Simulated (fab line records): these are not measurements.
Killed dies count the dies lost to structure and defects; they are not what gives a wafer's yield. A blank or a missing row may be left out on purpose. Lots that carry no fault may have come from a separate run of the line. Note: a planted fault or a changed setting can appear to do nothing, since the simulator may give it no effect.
Split-lot experiment -- flow n5 finfet -- on a route of 1938 steps: 7 lots, 21 wafers read

== THE SPLIT ==
At N5_BEOL_M8_EXPOSE_08 (exposes mask M8), the setting dose mj was moved away from the recipe's 68.25 on 5 of the 21 wafers read, by -6.5% to +5.7%. All remaining wafers had this setting at the recipe value.

== FROM THE SPLIT TO THE READING: what the file shows between them, 14 steps ==
- N5_BEOL_M8_PEB_09: peb time 60 s
- N5_BEOL_M8_DEVELOP_10: develop time 30 s
- N5_BEOL_M8_CD_MEAS_11: target cd 38.5 nm
- N5_BEOL_M8_ETCH_61: etches SiARC in CF4, target depth 45.5 nm, time 75.8 s (also split here: bias w)
- N5_BEOL_M8_ETCH_62: etches SOC in N2/H2, target depth 110 nm, overetch 22 nm, time 165 s
- N5_BEOL_M8_STRIP_68: strips in N2/H2
- N5_BEOL_M8_STRIP_67: strips in CF4
- N5_BEOL_M8_HM_OPEN_17: chemistry Cl2/BCl3, target TiN, target depth 20 nm, overetch 6 nm
- N5_BEOL_M8_STRIP_19: strips in O2
- N5_BEOL_M8_CD_MEAS_18: pitch 80 nm, target cd 40 nm
- N5_BEOL_M8_COAT_63: time 60 s, resist thk 60 nm
- N5_BEOL_M8_COAT_64: time 60 s, resist thk 12 nm
- N5_BEOL_M8_PRECLEAN_42: cleans in residue remover, time 60 s
- N5_BEOL_M8_SRD_43: time 30 s

== THE READING ==
Shown in nm: cd nm at N5_BEOL_M8_CD_MEAS_35, with target cd 40 nm. Fault-free wafers of this fab line usually give 39.9 nm, standard deviation 0.55 nm.

wafer,"tool, chamber at the split",dose mj as run,against the recipe,"cd nm, nm",against lot-mates on the recipe
L077.4,"arfi scanner-02, 0",68.25,recipe,40.9,-
L077.5,"arfi scanner-02, 0",68.25,recipe,40.0,-
L077.6,"arfi scanner-02, 0",68.25,recipe,41.1,-
L075.1,"arfi scanner-03, 0",68.25,recipe,39.9,-
L075.4,"arfi scanner-03, 0",68.25,recipe,39.8,-
L075.5,"arfi scanner-03, 0",68.25,recipe,39.7,-
L079.1,"arfi scanner-01, 0",68.25,recipe,40.0,-
L079.4,"arfi scanner-01, 0",64.82,-5.0%,37.8,-2.5
L079.6,"arfi scanner-01, 0",68.25,recipe,40.5,-
L082.3,"arfi scanner-01, 0",68.25,recipe,40.1,-
L082.4,"arfi scanner-01, 0",68.25,recipe,39.9,-
L082.5,"arfi scanner-01, 0",63.79,-6.5%,36.5,-3.5
L085.3,"arfi scanner-03, 0",68.25,recipe,39.5,-
L085.5,"arfi scanner-03, 0",68.25,recipe,40.3,-
L085.6,"arfi scanner-03, 0",72.12,+5.7%,42.1,+2.2
L086.2,"arfi scanner-03, 0",68.25,recipe,39.2,-
L086.4,"arfi scanner-03, 0",68.25,recipe,40.4,-
L086.6,"arfi scanner-03, 0",68.25,recipe,39.8,-
L092.3,"arfi scanner-01, 0",70.89,+3.9%,41.3,+2.2
L092.4,"arfi scanner-01, 0",68.25,recipe,39.1,-
L092.5,"arfi scanner-01, 0",70.89,+3.9%,42.2,+3.1

FIT RESULTS
A straight line over all 21 wafers: cd nm changes by +0.457 nm for each +1% of dose mj; r = +0.91; the points scatter about the line by 0.53 nm.
The same after taking each lot's own level away (the mean of its wafers on the recipe; 21 wafers): +0.524 nm for each +1%; r = +0.95; scatter 0.44 nm.
That fit puts the effect of the largest move of dose mj on the reading at 3.4 nm.
Measured against the standard deviation above, the lots' own levels, which go from 39.10 to 40.67 nm, span 2.8 times it.
In other words, the slope is changed by the lot-to-lot level; the two fits disagree.
Check: -3.33 nm against its lot-mates is what the line predicts for one of the wafers moved furthest among these (-6.5%) when that wafer is left out of the fit. Against them it came out at -3.5 nm.

== THESE WAFERS: OTHER SPLITS ==
Before the reading, these wafers also passed through other splits. Each is held against what the fit with the lots' levels taken away leaves over:
other split on the same wafers,wafers away from the commonest value,r with cd nm (lot level and that fit taken away)
N5_BEOL_M7_EXPOSE_25 dose mj,4,-0.15
N5_BEOL_M7_ETCH_66 bias w,7,-0.04
N5_BEOL_M8_ETCH_61 bias w,4,-0.04

== THE WHOLE CHAIN: every reading that the file lists as answering this split, in the file's order ==
step,what it does,reading,change (the file's fit),r (the file's)
N5_BEOL_M8_CD_MEAS_11,target cd 38.5 nm,cd nm,+0.496 nm for each +1% of the setting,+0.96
N5_BEOL_M8_ETCH_61,"etches SiARC in CF4, target depth 45.5 nm, time 75.8 s","BEOL_M8.cd offset nm (the simulator's own value, which no gauge read)",+0.472 nm for each +1% of the setting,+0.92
N5_BEOL_M8_ETCH_62,"etches SOC in N2/H2, target depth 110 nm, overetch 22 nm, time 165 s","BEOL_M8.cd offset nm (the simulator's own value, which no gauge read)",+0.491 nm for each +1% of the setting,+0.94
N5_BEOL_M8_HM_OPEN_17,"chemistry Cl2/BCl3, target TiN, target depth 20 nm, overetch 6 nm","BEOL_M8.cd offset nm (the simulator's own value, which no gauge read)",+0.509 nm for each +1% of the setting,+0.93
N5_BEOL_M8_CD_MEAS_18,"pitch 80 nm, target cd 40 nm",cd nm,+0.462 nm for each +1% of the setting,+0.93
N5_BEOL_M8_CD_MEAS_35,target cd 40 nm,cd nm,+0.503 nm for each +1% of the setting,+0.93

== FILE'S OWN FIT ==
cd nm changes by +0.503 nm for each +1% of dose mj, r = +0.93.
